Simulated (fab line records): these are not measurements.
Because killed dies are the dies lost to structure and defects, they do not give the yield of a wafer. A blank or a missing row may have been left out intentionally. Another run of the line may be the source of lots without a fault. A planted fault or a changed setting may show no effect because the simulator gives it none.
A lot that was struck, set against a sound lot / flow n5_finfet / 12 out of 1938 route steps
Sound: the wafers L282.1, L282.4, L282.6. The struck wafers were L273.2, L273.4, L273.5. The cause comes at the end.
For every step that has rows: the tool of each side, followed by ch and its chambers, followed by its first start. Under that, the readings that differ: sound wafers / struck wafers / difference of the means / sigmas: that difference in standard deviations of wafers without a fault.
alike: a reading whose means differ by less than 2 such deviations, as well as words and numbers matching on both sides. not compared: withheld readings; readings where some wafer has no value; bounds like >300 that might hide an equal value; numbers whose values overlap and for which the record gives no deviation.
Wherever a step has rows on one side only, a row that says differs or no value, or a row with sigmas, the two part there. Numbers that don't overlap but have no deviation are shown without sigmas and don't part them. A reading missing from all wafers of one side parts the sides only when that side holds two or more wafers.

first, 9 steps without rows for these wafers: N5_BEOL_M2_SOFTBAKE_23 (time 60 s); N5_BEOL_M2_EXPOSE_25 (exposes mask V1, defocus 5 nm); N5_BEOL_M2_PEB_26 (peb time 60 s); N5_BEOL_M2_DEVELOP_27 (develop time 30 s); N5_BEOL_M2_DESCUM_33 (chemistry O2, time 7 s); N5_BEOL_M2_ETCH_77 (etches underlayer in N2/H2, target depth 6.5 nm, time 5.2 s); N5_BEOL_M2_ETCH_69 (etches SiARC in CF4, target depth 15.6 nm, time 26 s); N5_BEOL_M2_ALD_98 (deposits SiO2, target thk 2.5 nm, pulse time 1 s, co reactant pulse time 1 s); N5_BEOL_M2_ETCHBACK_99 (etches SiO2 in CHF3, target depth 5 nm, time 10.4 s).
N5_BEOL_M2_ETCH_70: etches SOC in N2/H2, target depth 80 nm, overetch 24 nm, time 130 s.
  sound on rie_diel-04 ch 0,3, day 12 09:41; struck on rie_diel-01 ch 1,3, day 10 17:27
reading=model.SiARC_of_BEOL_M2_COAT_68.thk_nm (nm); sound=5.8 5.8 5.8; struck=3 3.2 3; difference=-3; sigmas=
  alike: bias_w, chamber_pressure_mTorr, drypump_motor_current_A, oes_product_au, rf_vpp_V, showerhead_plenum_p_Torr, throttle_valve_pct
  not compared: rf_hours_counter_h
then, 1 step without rows for these wafers: N5_BEOL_M2_STRIP_71 (strips in N2/H2).
N5_BEOL_M4_RC_MEAS_101:
  sound on prober-01 ch 0, day 14 04:59; struck on prober-02 ch 0, day 12 05:01
  alike: DIBL_N, DIBL_P, IOFF_N, IOFF_P, ION_N, ION_P, SS_N, SS_P, VT_N, VT_P

== WHERE THEY PART ==
Nowhere in this record.

WHY: the cause the simulator had injected
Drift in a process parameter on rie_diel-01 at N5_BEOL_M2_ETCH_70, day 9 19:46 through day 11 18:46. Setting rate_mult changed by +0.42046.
